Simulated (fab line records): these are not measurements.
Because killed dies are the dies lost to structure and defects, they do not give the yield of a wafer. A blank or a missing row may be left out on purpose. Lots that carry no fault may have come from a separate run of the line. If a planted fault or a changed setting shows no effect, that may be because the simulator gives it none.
Which tool is to blame? :: flow nandHarc :: Sampling: 11 lots, 33 wafers, 5 of 1159 route steps

WHAT THE GAUGES SHOWED, per wafer
NHARC_P_M1_INSPECT_11. Usual: rawDefectCount 4.1, standard deviation 2.6.
lot: L300
measured: day 6 14:26
on: defectInspect-01
rawDefectCount: 4 3 4
flag: 

lot: L301
measured: day 6 15:50
on: defectInspect-01
rawDefectCount: 4 4 7
flag: 

lot: L302
measured: day 6 16:11
on: defectInspect-01
rawDefectCount: 4 2 3
flag: 

lot: L305
measured: day 7 10:14
on: defectInspect-01
rawDefectCount: 11 9 4
flag: 

lot: L306
measured: day 7 10:59
on: defectInspect-01
rawDefectCount: 8 4 4
flag: 

lot: L313
measured: day 9 12:55
on: defectInspect-02
rawDefectCount: 3 1 2
flag: 

lot: L316
measured: day 10 02:57
on: defectInspect-02
rawDefectCount: 7 7 6
flag: 

lot: L317
measured: day 10 03:52
on: defectInspect-02
rawDefectCount: 5 4 1
flag: 

lot: L318
measured: day 10 14:27
on: defectInspect-01
rawDefectCount: 5 3 9
flag: 

lot: L319
measured: day 10 16:04
on: defectInspect-02
rawDefectCount: 3 3 4
flag: 

lot: L322
measured: day 11 12:30
on: defectInspect-01
rawDefectCount: 1 3 7
flag: 

NHARC_P_M2_CD_MEAS_09 targets a cd of 170 nm. Usual: cdNm 170.1 nm, standard deviation 0.71.
lot: L300
measured: day 6 18:50
on: cdSem-03
cdNm (nm): 169.5 170.1 170.4
flag: 

lot: L301
measured: day 6 19:57
on: cdSem-02
cdNm (nm): 170.7 170.5 169.9
flag: 

lot: L302
measured: day 6 20:16
on: cdSem-01
cdNm (nm): 169.9 169.4 169.6
flag: 

lot: L305
measured: day 7 14:19
on: cdSem-03
cdNm (nm): 178.5 179.4 178.9
flag: OFF

lot: L306
measured: day 7 15:02
on: cdSem-02
cdNm (nm): 178.9 178.7 178.4
flag: OFF

lot: L313
measured: day 9 17:10
on: cdSem-02
cdNm (nm): 170.9 171.4 170.9
flag: 

lot: L316
measured: day 10 07:10
on: cdSem-01
cdNm (nm): 169.9 169.2 169.1
flag: 

lot: L317
measured: day 10 07:55
on: cdSem-03
cdNm (nm): 168.3 169.7 169.1
flag: 

lot: L318
measured: day 10 18:28
on: cdSem-02
cdNm (nm): 169.8 169.9 169.9
flag: 

lot: L319
measured: day 10 20:20
on: cdSem-03
cdNm (nm): 171.1 171.2 170.2
flag: 

lot: L322
measured: day 11 16:34
on: cdSem-01
cdNm (nm): 168.8 169.5 169.8
flag: 

NHARC_P_M2_INSPECT_11. Usual: rawDefectCount 4.4, standard deviation 2.5.
lot: L300
measured: day 6 18:58
on: defectInspect-01
rawDefectCount: 12 5 10
flag: 

lot: L301
measured: day 6 20:04
on: defectInspect-02
rawDefectCount: 5 3 8
flag: 

lot: L302
measured: day 6 20:23
on: defectInspect-01
rawDefectCount: 3 4 4
flag: 

lot: L305
measured: day 7 14:26
on: defectInspect-01
rawDefectCount: 11 8 4
flag: 

lot: L306
measured: day 7 15:09
on: defectInspect-01
rawDefectCount: 7 4 1
flag: 

lot: L313
measured: day 9 17:17
on: defectInspect-02
rawDefectCount: 3 1 3
flag: 

lot: L316
measured: day 10 07:17
on: defectInspect-01
rawDefectCount: 10 8 5
flag: 

lot: L317
measured: day 10 08:02
on: defectInspect-02
rawDefectCount: 3 1 4
flag: 

lot: L318
measured: day 10 18:35
on: defectInspect-01
rawDefectCount: 7 6 4
flag: 

lot: L319
measured: day 10 20:28
on: defectInspect-02
rawDefectCount: 2 2 3
flag: 

lot: L322
measured: day 11 16:42
on: defectInspect-02
rawDefectCount: 2 7 5
flag: 

WHICH TOOL RAN EACH LOT (tool, then ch and the chambers of the sampled wafers, then the start)
lot: L300
NHARC_P_M1_ETCH_28: rieDiel-11 ch 0,1, day 6 18:45 or earlier
NHARC_P_M2_PEB_07: lithoTrack-04 ch 0, day 6 18:45

lot: L301
NHARC_P_M1_ETCH_28: rieDiel-03 ch 1,2, day 6 19:52 or earlier
NHARC_P_M2_PEB_07: lithoTrack-06 ch 0, day 6 19:52

lot: L302
NHARC_P_M1_ETCH_28: rieDiel-11 ch 0,3, day 6 20:11 or earlier
NHARC_P_M2_PEB_07: lithoTrack-04 ch 0, day 6 20:11

lot: L305
NHARC_P_M1_ETCH_28: rieDiel-03 ch 0,2,3, day 7 14:13 or earlier
NHARC_P_M2_PEB_07: lithoTrack-04 ch 0, day 7 14:13

lot: L306
NHARC_P_M1_ETCH_28: rieDiel-03 ch 0,1,3, day 7 14:57 or earlier
NHARC_P_M2_PEB_07: lithoTrack-04 ch 0, day 7 14:57

lot: L313
NHARC_P_M1_ETCH_28: rieDiel-11 ch 0,1,2, day 9 17:05 or earlier
NHARC_P_M2_PEB_07: lithoTrack-06 ch 0, day 9 17:05

lot: L316
NHARC_P_M1_ETCH_28: rieDiel-11 ch 1,2,3, day 10 07:05 or earlier
NHARC_P_M2_PEB_07: lithoTrack-04 ch 0, day 10 07:05

lot: L317
NHARC_P_M1_ETCH_28: rieDiel-11 ch 0,1,3, day 10 07:50 or earlier
NHARC_P_M2_PEB_07: lithoTrack-04 ch 0, day 10 07:50

lot: L318
NHARC_P_M1_ETCH_28: rieDiel-03 ch 0,1,3, day 10 18:23 or earlier
NHARC_P_M2_PEB_07: lithoTrack-01 ch 0, day 10 18:23

lot: L319
NHARC_P_M1_ETCH_28: rieDiel-11 ch 0,1,3, day 10 20:15 or earlier
NHARC_P_M2_PEB_07: lithoTrack-01 ch 0, day 10 20:15

lot: L322
NHARC_P_M1_ETCH_28: rieDiel-08 ch 1,2,3, day 11 16:29 or earlier
NHARC_P_M2_PEB_07: lithoTrack-04 ch 0, day 11 16:29
- NHARC_P_M1_ETCH_28: etches the open film in CF4/N2, target depth 30 nm, time 72.99 s.
- NHARC_P_M2_PEB_07: peb time 65 s.

WHAT THE TOOLS THEMSELVES READ (means of the sampled wafers that have a number; where no wafer has one, the mark that the record gives instead)
NHARC_P_M1_ETCH_28. Usual: drypumpMotorCurrentA 6.0 A, standard deviation 0.44; oesProductAu 1.000 a.u., standard deviation 0.011; rfVppV 314.3 V, standard deviation 2.1; showerheadPlenumPTorr 2.64 Torr, standard deviation 0.11; throttleValvePct 19.794 %, standard deviation 0.0096.
lot: L300
tool: rieDiel-11
drypumpMotorCurrentA (A): 6.4
oesProductAu (a.u.): 1.003
rfVppV (V): 315.5
showerheadPlenumPTorr (Torr): 2.69
throttleValvePct (%): 19.794
flag: 

lot: L301
tool: rieDiel-03
drypumpMotorCurrentA (A): 5.6
oesProductAu (a.u.): 0.990
rfVppV (V): 312.7
showerheadPlenumPTorr (Torr): 2.55
throttleValvePct (%): 19.796
flag: 

lot: L302
tool: rieDiel-11
drypumpMotorCurrentA (A): 6.5
oesProductAu (a.u.): 1.005
rfVppV (V): 315.3
showerheadPlenumPTorr (Torr): 2.67
throttleValvePct (%): 19.794
flag: 

lot: L305
tool: rieDiel-03
drypumpMotorCurrentA (A): 5.1
oesProductAu (a.u.): 0.987
rfVppV (V): 311.3
showerheadPlenumPTorr (Torr): 2.54
throttleValvePct (%): 19.794
flag: 

lot: L306
tool: rieDiel-03
drypumpMotorCurrentA (A): 5.3
oesProductAu (a.u.): 0.993
rfVppV (V): 314.4
showerheadPlenumPTorr (Torr): 2.65
throttleValvePct (%): 19.797
flag: 

lot: L313
tool: rieDiel-11
drypumpMotorCurrentA (A): 6.2
oesProductAu (a.u.): 1.003
rfVppV (V): 313.9
showerheadPlenumPTorr (Torr): 2.62
throttleValvePct (%): 19.792
flag: 

lot: L316
tool: rieDiel-11
drypumpMotorCurrentA (A): 6.1
oesProductAu (a.u.): 1.010
rfVppV (V): 312.6
showerheadPlenumPTorr (Torr): 2.54
throttleValvePct (%): 19.788
flag: 

lot: L317
tool: rieDiel-11
drypumpMotorCurrentA (A): 6.3
oesProductAu (a.u.): 1.014
rfVppV (V): 314.2
showerheadPlenumPTorr (Torr): 2.62
throttleValvePct (%): 19.797
flag: 

lot: L318
tool: rieDiel-03
drypumpMotorCurrentA (A): 5.3
oesProductAu (a.u.): 0.997
rfVppV (V): 314.5
showerheadPlenumPTorr (Torr): 2.64
throttleValvePct (%): 19.795
flag: 

lot: L319
tool: rieDiel-11
drypumpMotorCurrentA (A): 6.3
oesProductAu (a.u.): 1.013
rfVppV (V): 314.0
showerheadPlenumPTorr (Torr): 2.62
throttleValvePct (%): 19.800
flag: 

lot: L322
tool: rieDiel-08
drypumpMotorCurrentA (A): 6.3
oesProductAu (a.u.): 0.999
rfVppV (V): 316.4
showerheadPlenumPTorr (Torr): 2.74
throttleValvePct (%): 19.789
flag: 

NHARC_P_M2_PEB_07. Usual: chillPlateTempC 23.01 C, standard deviation 0.11; heaterPowerTotalW 156.7 W, standard deviation 0.38; plateTempC 100.03 C, standard deviation 0.13.
lot: L300
tool: lithoTrack-04
chillPlateTempC (C): 23.00
heaterPowerTotalW (W): 156.9
plateTempC (C): 99.90
flag: 

lot: L301
tool: lithoTrack-06
chillPlateTempC (C): 23.05
heaterPowerTotalW (W): 156.9
plateTempC (C): 99.97
flag: 

lot: L302
tool: lithoTrack-04
chillPlateTempC (C): 22.97
heaterPowerTotalW (W): 156.7
plateTempC (C): 100.10
flag: 

lot: L305
tool: lithoTrack-04
chillPlateTempC (C): 23.02
heaterPowerTotalW (W): 162.9
plateTempC (C): 102.99
flag: OFF

lot: L306
tool: lithoTrack-04
chillPlateTempC (C): 23.02
heaterPowerTotalW (W): 162.7
plateTempC (C): 102.85
flag: OFF

lot: L313
tool: lithoTrack-06
chillPlateTempC (C): 22.99
heaterPowerTotalW (W): 156.4
plateTempC (C): 100.00
flag: 

lot: L316
tool: lithoTrack-04
chillPlateTempC (C): 22.93
heaterPowerTotalW (W): 156.7
plateTempC (C): 99.92
flag: 

lot: L317
tool: lithoTrack-04
chillPlateTempC (C): 22.99
heaterPowerTotalW (W): 157.1
plateTempC (C): 100.09
flag: 

lot: L318
tool: lithoTrack-01
chillPlateTempC (C): 23.05
heaterPowerTotalW (W): 156.7
plateTempC (C): 99.82
flag: 

lot: L319
tool: lithoTrack-01
chillPlateTempC (C): 23.00
heaterPowerTotalW (W): 156.9
plateTempC (C): 99.96
flag: 

lot: L322
tool: lithoTrack-04
chillPlateTempC (C): 22.97
heaterPowerTotalW (W): 156.9
plateTempC (C): 100.14
flag: 

THE ANSWER, worked out from the rows above alone
Rule: take the mean of a lot's wafers that have a number; if it is more than 3 standard deviations from the usual mean, the lot is off. A lot without any number at a reading at which 4 lots or more have one is off too. All remaining lots with rows at the step are treated as sound. The gauges are gone through in route order, then the tools' own readings, and for those a lot's mean is taken as printed above. At the first step where some lot is off, the reading lying furthest off is the one used; lots without a number count as furthest.
Off: L305, L306, at NHARC_P_M2_CD_MEAS_09 (cdNm).
If a tool, at a process step before that reading, ran all the lots that are off and no sound lot after the first of them, it fits. The gauges at NHARC_P_M2_CD_MEAS_09 aren't tried: what is off there is off at NHARC_P_M2_PEB_07 too, on other tools, and a gauge's error can't cause that. Because NHARC_P_M1_ETCH_28 lacks a start for some lots, the hours and order of its lots are taken from NHARC_P_M2_PEB_07. Of those tried, none fits.

WHAT THE SIMULATOR HAD INSERTED
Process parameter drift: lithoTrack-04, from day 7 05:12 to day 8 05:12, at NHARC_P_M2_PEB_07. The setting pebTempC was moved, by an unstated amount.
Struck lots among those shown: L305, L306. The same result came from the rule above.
